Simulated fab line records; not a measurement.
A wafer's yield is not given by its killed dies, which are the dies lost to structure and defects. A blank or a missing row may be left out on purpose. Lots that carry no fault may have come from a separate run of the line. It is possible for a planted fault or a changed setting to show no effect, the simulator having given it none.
fab line records | flow nandHarc
record: lots: 24 wafers: 72 lastDay: 33
route steps=1302 shown A_CONTACT@1048
lots that met no fault: taken from a fault-free run of the same line
startH: hours from the record's first day to the start of the lot's first wafer shown | waitH: how many hours have passed since the lot's step before this one | " repeats the value in the row above | L1.1+2: several wafers, shown together as one row | - value missing, or start not given | * or withheld: withheld | < > ~ a bound
route shown NAME@n: names a module that has steps shown in the file, with the first one's number in the route | usual: the fault-free wafers' mean and standard deviation | same: alike in all rows | chamber/n: place in a boat | sites: per-site readings | _std_site: standard deviation across them | _edge_site: outer sites' mean less inner sites' | radiusMm: for every site, how far away it sits from the centre of the wafer | mask NAME#n: copy n | behind: the tool/chamber that last shaped the wafer | hold: why the lot was held/for how many hours/how that ended | device: transistor that didn't switch, given as n, p or np | end of line: the tests these same wafers got at the end of their route | step lacking rows: just its recipe | killed: dies that structure and defects cost at the first sort, which is not the same as the wafer's yield | map: dies across one wafer; x = killed, . = not, _ = none there
set.NAME: the setting that was run; set.NAME@STEP: the one run at that earlier step | model.NAME: the simulator's own value behind a step, which no gauge read
the route's steps for a sample of lots (tables are steps, rows are wafers)
services: when a tool's chamber went out of use (startH, in hours from the record's first day, below 0 if earlier), for how many hours, and the reason
== steps ==
step: NHARC_A_CONTACT_ETCH_125
recipe: sourceW: withheld pressureMtorr: 20 biasV: 3000 timeS: 197 targetDepthA: 19180 arFlowSccm: withheld c4f8FlowSccm: withheld o2FlowSccm: withheld chemistry: C4F8/O2/Ar
columns lot.wafer tool chamber startH waitH rfHoursCounterH
L074.3 harCapEtch-03 1 511.19 0.2 -
L074.4 " 0 " " -
L074.5 " 0 " " -
L076.1 harCapEtch-02 0 512.66 0.2 85
L076.4 " 0 " " -
L076.5 " 0 " " -
L075.1 harCapEtch-03 1 514.54 0.2 45
L075.3 " 0 " " -
L075.5 " 0 " " -
L077.2 harCapEtch-03 0 531.89 0.2 48
L077.1 " 1 " " 48
L077.5 " 0 " " -
L078.2 harCapEtch-01 1 536.37 0.2 4
L078.1 " 0 " " 4
L078.5 " 0 " " -
L080.4 harCapEtch-03 0 562.56 0.2 -
L080.6 " 0 " " -
L080.5 " 1 " " -
L079.1 harCapEtch-01 1 563.19 0.2 8
L079.3 " 0 " " -
L079.5 " 0 " " -
L083.1 harCapEtch-02 1 589.98 0.2 95
L083.3 " 1 " " -
L083.6 " 1 " " -
L081.2 harCapEtch-02 0 605.06 0.2 98
L081.4 " 1 " " -
L081.5 " 0 " " -
L082.2 harCapEtch-03 0 608.69 0.2 59
L082.1 " 1 " " 59
L082.4 " 1 " " -
L085.4 harCapEtch-01 1 613.74 0.2 -
L085.6 " 0 " " -
L085.5 " 1 " " -
L084.2 harCapEtch-03 1 616.87 0.2 60
L084.5 " 0 " " -
L084.6 " 1 " " -
L087.2 harCapEtch-02 1 634.74 0.2 104
L087.1 " 0 " " 104
L087.6 " 0 " " -
L086.2 harCapEtch-01 1 637.64 0.2 22
L086.1 " 0 " " 22
L086.5 " 1 " " -
L088.2 harCapEtch-01 0 660.25 0.2 26
L088.3 " 0 " " -
L088.6 " 0 " " -
L089.2 harCapEtch-03 1 667.98 0.2 68
L089.4 " 0 " " -
L089.6 " 0 " " -
L090.1 harCapEtch-02 0 671.25 0.2 109
L090.2 " 1 " " 109
L090.3 " 1 " " -
L091.3 harCapEtch-02 1 688.52 0.2 -
L091.5 " 0 " " -
L091.6 " 1 " " -
L092.1 harCapEtch-03 1 689.29 0.2 74
L092.2 " 0 " " 74
L092.4 " 1 " " -
L093.4 harCapEtch-01 1 696.15 0.2 -
L093.6 " 0 " " -
L093.5 " 1 " " -
L095.1 harCapEtch-03 0 712.39 0.2 78
L095.2 " 1 " " 78
L095.6 " 0 " " -
L094.2 harCapEtch-01 1 712.88 0.2 38
L094.5 " 0 " " -
L094.6 " 1 " " -
L096.1 harCapEtch-03 1 729.45 0.2 81
L096.2 " 0 " " 81
L096.5 " 1 " " -
L097.1 harCapEtch-01 0 732.97 0.2 41
L097.3 " 0 " " -
L097.4 " 1 " " -
step: NHARC_A_CONTACT_ETCH_129
recipe: sourceW: withheld pressureMtorr: 20 biasV: 3000 timeS: 197 targetDepthA: 19180 arFlowSccm: withheld c4f8FlowSccm: withheld o2FlowSccm: withheld chemistry: C4F8/O2/Ar
columns lot.wafer tool chamber startH waitH rfHoursCounterH
L074.3 harCapEtch-03 1 511.90 0.1 -
L074.4 " 0 " " -
L074.5 " 0 " " -
L076.1 harCapEtch-02 0 513.37 0.2 86
L076.4 " 0 " " -
L076.5 " 0 " " -
L075.1 harCapEtch-03 1 515.25 0.1 45
L075.3 " 0 " " -
L075.5 " 0 " " -
L077.2 harCapEtch-03 0 532.60 0.2 49
L077.1 " 1 " " 49
L077.5 " 0 " " -
L078.2 harCapEtch-01 1 537.30 0.2 4
L078.1 " 0 " " 4
L078.5 " 0 " " -
L080.4 harCapEtch-03 0 563.27 0.1 -
L080.6 " 0 " " -
L080.5 " 1 " " -
L079.1 harCapEtch-01 1 563.89 0.1 8
L079.3 " 0 " " -
L079.5 " 0 " " -
L083.1 harCapEtch-02 1 590.69 0.1 96
L083.3 " 1 " " -
L083.6 " 1 " " -
L081.2 harCapEtch-02 0 606.01 0.2 99
L081.4 " 1 " " -
L081.5 " 0 " " -
L082.2 harCapEtch-03 0 609.63 0.2 59
L082.1 " 1 " " 59
L082.4 " 1 " " -
L085.4 harCapEtch-01 1 614.44 0.1 -
L085.6 " 0 " " -
L085.5 " 1 " " -
L084.2 harCapEtch-03 1 617.58 0.1 61
L084.5 " 0 " " -
L084.6 " 1 " " -
L087.2 harCapEtch-02 1 635.45 0.1 104
L087.1 " 0 " " 104
L087.6 " 0 " " -
L086.2 harCapEtch-01 1 638.35 0.1 23
L086.1 " 0 " " 23
L086.5 " 1 " " -
L088.2 harCapEtch-01 0 660.95 0.1 27
L088.3 " 0 " " -
L088.6 " 0 " " -
L089.2 harCapEtch-03 1 668.68 0.1 69
L089.4 " 0 " " -
L089.6 " 0 " " -
L090.1 harCapEtch-02 0 671.96 0.1 110
L090.2 " 1 " " 110
L090.3 " 1 " " -
L091.3 harCapEtch-02 1 689.23 0.1 -
L091.5 " 0 " " -
L091.6 " 1 " " -
L092.1 harCapEtch-03 1 690.00 0.1 74
L092.2 " 0 " " 74
L092.4 " 1 " " -
L093.4 harCapEtch-01 1 696.85 0.1 -
L093.6 " 0 " " -
L093.5 " 1 " " -
L095.1 harCapEtch-03 0 713.10 0.1 79
L095.2 " 1 " " 79
L095.6 " 0 " " -
L094.2 harCapEtch-01 1 713.59 0.1 39
L094.5 " 0 " " -
L094.6 " 1 " " -
L096.1 harCapEtch-03 1 730.15 0.1 82
L096.2 " 0 " " 82
L096.5 " 1 " " -
L097.1 harCapEtch-01 0 733.68 0.1 42
L097.3 " 0 " " -
L097.4 " 1 " " -
step: NHARC_A_CONTACT_ETCH_132
recipe: sourceW: withheld pressureMtorr: 20 biasV: 3000 timeS: 197 targetDepthA: 19240 arFlowSccm: withheld c4f8FlowSccm: withheld o2FlowSccm: withheld chemistry: C4F8/O2/Ar
columns lot.wafer tool chamber startH waitH rfHoursCounterH
L074.3 harCapEtch-03 1 512.43 0.1 -
L074.4 " 0 " " -
L074.5 " 0 " " -
L076.1 harCapEtch-02 0 513.90 0.1 86
L076.4 " 0 " " -
L076.5 " 0 " " -
L075.1 harCapEtch-03 1 515.78 0.1 46
L075.3 " 0 " " -
L075.5 " 0 " " -
L077.2 harCapEtch-03 0 533.14 0.1 49
L077.1 " 1 " " 49
L077.5 " 0 " " -
L078.2 harCapEtch-01 1 537.83 0.1 5
L078.1 " 0 " " 5
L078.5 " 0 " " -
L080.4 harCapEtch-03 0 563.81 0.1 -
L080.6 " 0 " " -
L080.5 " 1 " " -
L079.1 harCapEtch-01 1 564.42 0.1 9
L079.3 " 0 " " -
L079.5 " 0 " " -
L083.1 harCapEtch-02 1 591.22 0.1 96
L083.3 " 1 " " -
L083.6 " 1 " " -
L081.2 harCapEtch-02 0 606.72 0.2 100
L081.4 " 1 " " -
L081.5 " 0 " " -
L082.2 harCapEtch-03 0 610.33 0.2 60
L082.1 " 1 " " 60
L082.4 " 1 " " -
L085.4 harCapEtch-01 1 614.97 0.1 -
L085.6 " 0 " " -
L085.5 " 1 " " -
L084.2 harCapEtch-03 1 618.11 0.1 62
L084.5 " 0 " " -
L084.6 " 1 " " -
L087.2 harCapEtch-02 1 635.97 0.1 105
L087.1 " 0 " " 105
L087.6 " 0 " " -
L086.2 harCapEtch-01 1 638.87 0.1 23
L086.1 " 0 " " 23
L086.5 " 1 " " -
L088.2 harCapEtch-01 0 661.48 0.1 27
L088.3 " 0 " " -
L088.6 " 0 " " -
L089.2 harCapEtch-03 1 669.22 0.1 69
L089.4 " 0 " " -
L089.6 " 0 " " -
L090.1 harCapEtch-02 0 672.49 0.1 110
L090.2 " 1 " " 110
L090.3 " 1 " " -
L091.3 harCapEtch-02 1 689.77 0.1 -
L091.5 " 0 " " -
L091.6 " 1 " " -
L092.1 harCapEtch-03 1 690.53 0.1 75
L092.2 " 0 " " 75
L092.4 " 1 " " -
L093.4 harCapEtch-01 1 697.39 0.1 -
L093.6 " 0 " " -
L093.5 " 1 " " -
L095.1 harCapEtch-03 0 713.63 0.1 79
L095.2 " 1 " " 79
L095.6 " 0 " " -
L094.2 harCapEtch-01 1 714.12 0.1 39
L094.5 " 0 " " -
L094.6 " 1 " " -
L096.1 harCapEtch-03 1 730.68 0.1 82
L096.2 " 0 " " 82
L096.5 " 1 " " -
L097.1 harCapEtch-01 0 734.21 0.1 42
L097.3 " 0 " " -
L097.4 " 1 " " -
step: NHARC_A_CONTACT_ETCH_89
recipe: targetDepthA: 2600 overEtchFrac: 0.3 timeS: 475.3 ionEnergyEv: 200 n2FlowSccm: 150 h2FlowSccm: 150 arFlowSccm: 0 rfW: 400 biasW: 150 chemistry: N2/H2
usual: drypumpMotorCurrentA: 5.5/0.37 oesProductAu: 1.004/0.0096 rfVppV: 428.6/1.4 showerheadPlenumPTorr: 1.97/0.042 throttleValvePct: 14.170/0.01
columns lot.wafer tool chamber startH waitH drypumpMotorCurrentA oesProductAu rfHoursCounterH rfVppV showerheadPlenumPTorr throttleValvePct
L074.4 rieDiel-13 1 - - 5.2 1.000 28 431.3 2.03 14.179
L074.3 " 0 " " 5.2 0.996 31 427.6 1.92 14.163
L074.5 " 2 " " 6.2 1.011 - 426.4 1.91 14.171
L076.1 rieDiel-13 3 - - 5.4 1.008 35 429.3 2.00 14.191
L076.4 " 1 " " 5.2 1.000 29 431.6 2.03 14.161
L076.5 " 3 " " 5.4 1.008 - 428.9 2.00 14.174
L075.3 rieDiel-11 2 - - 5.3 0.985 30 428.7 1.98 14.171
L075.1 " 1 " " 5.8 0.996 27 428.9 1.99 14.149
L075.5 " 2 " " 5.4 0.985 - 427.5 1.98 14.157
L077.2 rieDiel-08 0 - - 5.5 0.979 41 431.4 2.01 14.151
L077.1 " 2 " " 6.2 0.987 36 429.3 1.99 14.164
L077.5 " 3 " " 5.9 0.998 - 428.0 1.97 14.173
L078.1 rieDiel-13 2 - - 6.2 1.022 2 427.4 1.91 14.160
L078.2 " 0 " " 5.2 0.998 2 426.1 1.92 14.164
L078.5 " 2 " " 6.2 1.008 - 426.5 1.91 14.152
L080.4 rieDiel-13 1 - - 5.2 1.010 5 430.2 2.02 14.178
L080.5 " 3 " " 5.4 0.998 - 429.5 2.00 14.170
L080.6 " 0 " " 5.2 0.997 - 426.9 1.92 14.177
L079.3 rieDiel-11 1 - - 5.9 0.998 45 430.9 1.98 14.172
L079.1 " 0 " " 5.8 0.983 48 429.6 2.01 14.171
L079.5 " 1 " " 5.9 0.995 - 429.9 1.98 14.153
L083.1 rieDiel-11 3 - - 5.1 1.018 66 430.3 2.01 14.162
L083.3 " 0 " " 5.8 0.993 59 429.0 2.01 14.165
L083.6 " 2 " " 5.4 0.985 - 428.8 1.97 14.180
L081.4 rieDiel-13 3 - - 5.4 1.001 12 428.8 2.00 14.162
L081.2 " 0 " " 5.2 1.006 12 427.1 1.92 14.161
L081.5 " 0 " " 5.2 1.003 - 428.3 1.92 14.166
L082.1 rieDiel-13 3 - - 5.3 1.003 13 428.3 2.00 14.169
L082.4 " 0 " " 5.2 1.002 13 427.1 1.92 14.170
L082.2 " 2 " " 6.2 1.028 13 428.3 1.91 14.164
L085.4 rieDiel-13 2 - - 6.2 1.022 14 425.8 1.91 14.156
L085.6 " 3 " " 5.4 1.011 - 428.6 2.00 14.177
L085.5 " 0 " " 5.2 1.007 - 427.5 1.92 14.174
L084.2 rieDiel-08 1 - - 5.6 0.994 24 429.9 2.01 14.167
L084.6 " 1 " " 5.6 1.007 - 429.8 2.01 14.168
L084.5 " 2 " " 6.2 0.994 - 429.0 1.98 14.166
L087.1 rieDiel-13 1 - - 5.2 1.006 15 429.9 2.02 14.159
L087.2 " 2 " " 6.2 1.018 17 426.3 1.91 14.172
L087.6 " 1 " " 5.2 1.018 - 431.6 2.02 14.157
L086.2 rieDiel-13 0 - - 5.2 1.012 18 427.2 1.92 14.169
L086.1 " 1 " " 5.2 1.021 16 430.3 2.02 14.163
L086.5 " 3 " " 5.4 1.000 - 429.0 1.99 14.184
L088.2 rieDiel-11 1 - - 5.8 0.996 14 428.6 1.97 14.164
L088.3 " 2 " " 5.3 0.988 19 429.4 1.96 14.156
L088.6 " 1 " " 5.8 0.996 - 430.2 1.97 14.162
L089.4 rieDiel-13 0 - - 5.2 1.001 26 427.7 1.92 14.157
L089.2 " 2 " " 6.3 1.022 26 427.9 1.90 14.175
L089.6 " 1 " " 5.2 1.001 - 429.9 2.02 14.146
L090.3 rieDiel-13 1 - - 5.2 1.005 23 429.8 2.02 14.160
L090.2 " 3 " " 5.4 0.997 28 428.8 1.99 14.191
L090.1 " 0 " " 5.2 0.995 27 428.6 1.92 14.176
L091.3 rieDiel-11 0 - - 5.7 1.007 26 428.8 2.00 14.168
L091.6 " 1 " " 5.9 1.014 - 428.0 1.97 14.153
L091.5 " 2 " " 5.4 0.995 - 428.0 1.96 14.176
L092.1 rieDiel-13 0 - - 5.2 1.009 29 427.5 1.91 14.170
L092.4 " 1 " " 5.2 0.997 26 429.8 2.02 14.178
L092.2 " 3 " " 5.4 0.999 30 428.6 1.99 14.161
L093.4 rieDiel-11 2 - - 5.3 0.998 26 429.4 1.96 14.179
L093.5 " 2 " " 5.3 1.007 - 427.9 1.96 14.176
L093.6 " 3 " " 5.1 1.001 - 429.7 2.00 14.164
L095.1 rieDiel-13 2 - - 6.2 1.004 2 426.1 1.90 14.169
L095.2 " 1 " " 5.2 1.008 2 429.3 2.02 14.148
L095.6 " 2 " " 6.2 1.006 - 425.6 1.90 14.179
L094.2 rieDiel-11 1 - - 5.8 1.003 25 428.0 1.97 14.178
L094.5 " 2 " " 5.3 0.993 - 428.8 1.96 14.179
L094.6 " 3 " " 5.1 1.003 - 430.3 2.00 14.168
L096.1 rieDiel-13 0 - - 5.2 1.002 5 426.8 1.91 14.173
L096.2 " 2 " " 6.2 0.995 7 426.1 1.90 14.174
L096.5 " 0 " " 5.2 0.997 - 427.0 1.91 14.170
L097.3 rieDiel-13 3 - - 5.4 1.007 7 429.1 1.99 14.184
L097.1 " 1 " " 5.2 1.011 6 427.8 2.01 14.174
L097.4 " 2 " " 6.2 1.007 7 425.8 1.90 14.164
step: NHARC_A_CONTACT_ETCH_134
recipe: sourceW: withheld pressureMtorr: 20 biasV: withheld timeS: 140 targetDepthA: 7000 arFlowSccm: withheld c4f8FlowSccm: withheld o2FlowSccm: withheld chemistry: C4F8/O2/Ar
columns lot.wafer tool chamber startH waitH rfHoursCounterH
L074.4 harCapEtch-02 0 518.49 - -
L074.3 " 1 " " -
L074.5 " 0 " " -
L076.1 harCapEtch-03 0 519.82 - 46
L076.4 " 0 " " -
L076.5 " 0 " " -
L075.1 harCapEtch-01 1 525.37 - 2
L075.3 " 0 " " -
L075.5 " 1 " " -
L077.1 harCapEtch-02 1 539.16 - 90
L077.2 " 0 " " 90
L077.5 " 0 " " -
L078.2 harCapEtch-03 1 545.19 - 49
L078.1 " 0 " " 49
L078.5 " 1 " " -
L080.4 harCapEtch-02 0 569.76 - -
L080.5 " 1 " " -
L080.6 " 0 " " -
L079.1 harCapEtch-03 0 570.32 - 53
L079.3 " 1 " " -
L079.5 " 0 " " -
L083.1 harCapEtch-02 0 597.62 - 97
L083.3 " 1 " " -
L083.6 " 1 " " -
L081.2 harCapEtch-02 1 615.58 - 100
L081.4 " 0 " " -
L081.5 " 1 " " -
L082.1 harCapEtch-01 1 622.39 - 18
L082.2 " 0 " " 18
L082.4 " 0 " " -
L085.4 harCapEtch-01 0 624.84 - -
L085.5 " 1 " " -
L085.6 " 0 " " -
L084.2 harCapEtch-01 0 626.30 - 21
L084.6 " 0 " " -
L084.5 " 1 " " -
L087.2 harCapEtch-03 1 642.18 - 64
L087.1 " 0 " " 64
L087.6 " 0 " " -
L086.1 harCapEtch-02 0 645.57 - 105
L086.2 " 1 " " 105
L086.5 " 0 " " -
L088.2 harCapEtch-01 0 668.98 - 28
L088.3 " 0 " " -
L088.6 " 0 " " -
L089.2 harCapEtch-02 0 680.44 - 111
L089.4 " 0 " " -
L089.6 " 0 " " -
L090.2 harCapEtch-03 1 682.76 - 72
L090.1 " 0 " " 72
L090.3 " 1 " " -
L091.3 harCapEtch-02 0 696.66 - -
L091.5 " 1 " " -
L091.6 " 0 " " -
L092.1 harCapEtch-03 0 697.31 - 75
L092.2 " 1 " " 75
L092.4 " 0 " " -
L093.4 harCapEtch-03 0 703.23 - -
L093.5 " 1 " " -
L093.6 " 0 " " -
L095.1 harCapEtch-03 1 719.74 - 80
L095.2 " 0 " " 80
L095.6 " 1 " " -
L094.2 harCapEtch-01 1 720.03 - 40
L094.6 " 1 " " -
L094.5 " 0 " " -
L096.2 harCapEtch-02 0 737.04 - 122
L096.1 " 1 " " 122
L096.5 " 1 " " -
L097.1 harCapEtch-03 1 741.02 - 83
L097.3 " 1 " " -
L097.4 " 0 " " -
step: NHARC_A_CONTACT_CD_MEAS_15
usual: cdNm: 189.9/0.67
columns lot.wafer tool chamber startH waitH cdNm
L074.3 cdSem-02 - 522.88 - 188.7
L074.4 " - " " 189.2
L074.5 " - " " 189.3
L076.1 cdSem-02 - 523.01 - 191.2
L076.4 " - " " 190.6
L076.5 " - " " 190.9
L075.1 cdSem-03 - 527.47 - 190.3
L075.3 " - " " 190.0
L075.5 " - " " 190.2
L077.1 cdSem-03 - 541.21 - 191.5
L077.2 " - " " 191.0
L077.5 " - " " 190.4
L078.1 cdSem-01 - 547.25 - 189.9
L078.2 " - " " 190.3
L078.5 " - " " 189.7
L080.4 cdSem-01 - 571.73 - 190.6
L080.5 " - " " 191.7
L080.6 " - " " 190.5
L079.1 cdSem-01 - 572.38 - 189.7
L079.3 " - " " 190.1
L079.5 " - " " 190.0
L083.1 cdSem-03 - 599.64 - 190.3
L083.3 " - " " 191.0
L083.6 " - " " 190.7
L081.2 cdSem-03 - 617.65 - 190.0
L081.4 " - " " 190.0
L081.5 " - " " 190.6
L082.1 cdSem-02 - 624.45 - 189.5
L082.2 " - " " 189.7
L082.4 " - " " 189.8
L085.4 cdSem-03 - 626.81 - 189.7
L085.5 " - " " 189.5
L085.6 " - " " 190.1
L084.2 cdSem-01 - 628.37 - 190.0
L084.5 " - " " 189.4
L084.6 " - " " 190.0
L087.1 cdSem-02 - 644.24 - 190.6
L087.2 " - " " 191.7
L087.6 " - " " 190.9
L086.1 cdSem-02 - 647.64 - 188.9
L086.2 " - " " 189.3
L086.5 " - " " 189.3
L088.2 cdSem-01 - 671.05 - 188.8
L088.3 " - " " 189.2
L088.6 " - " " 189.4
L089.2 cdSem-01 - 682.46 - 188.8
L089.4 " - " " 189.0
L089.6 " - " " 189.0
L090.1 cdSem-01 - 684.81 - 190.2
L090.2 " - " " 189.4
L090.3 " - " " 190.0
L091.3 cdSem-02 - 698.63 - 189.8
L091.5 " - " " 189.7
L091.6 " - " " 189.1
L092.1 cdSem-02 - 699.36 - 189.5
L092.2 " - " " 190.4
L092.4 " - " " 190.1
L093.4 cdSem-02 - 705.20 - 189.6
L093.5 " - " " 189.5
L093.6 " - " " 189.3
L095.1 cdSem-01 - 721.80 - 189.5
L095.2 " - " " 189.9
L095.6 " - " " 189.8
L094.2 cdSem-01 - 722.09 - 188.8
L094.5 " - " " 189.7
L094.6 " - " " 189.5
L096.1 cdSem-01 - 739.09 - 189.4
L096.2 " - " " 189.5
L096.5 " - " " 189.4
L097.1 cdSem-03 - 743.09 - 190.2
L097.3 " - " " 190.0
L097.4 " - " " 189.3
== services ==
columns tool chamber startH hours kind
harCapEtch-01 - 489.04 0.7 repair
harCapEtch-01 - 497.00 17.0 pm
harCapEtch-01 0 497.00 17.0 ventCycle
harCapEtch-01 1 497.00 17.0 ventCycle
rieDiel-13 0 499.06 - clean
rieDiel-13 1 499.06 - clean
rieDiel-13 2 499.06 - clean
rieDiel-13 3 499.06 - clean
harCapEtch-02 - 506.84 0.2 repair
rieDiel-08 3 508.36 2.5 repair
harCapEtch-01 0 514.00 - clean
harCapEtch-01 1 514.00 - clean
harCapEtch-01 1 514.00 - consumableReplace:focusRing
rieDiel-13 - 519.60 9.0 pm
rieDiel-08 2 527.73 2.6 repair
harCapEtch-01 - 542.03 0.5 repair
harCapEtch-01 - 551.39 0.1 repair
rieDiel-08 - 553.42 9.0 pm
rieDiel-13 1 576.90 4.4 repair
rieDiel-11 - 609.66 9.0 pm
rieDiel-11 1 652.46 8.0 repair
rieDiel-08 0 676.51 5.7 repair
rieDiel-13 - 696.60 9.0 pm
rieDiel-08 - 731.25 9.0 pm
== key ==
fault none
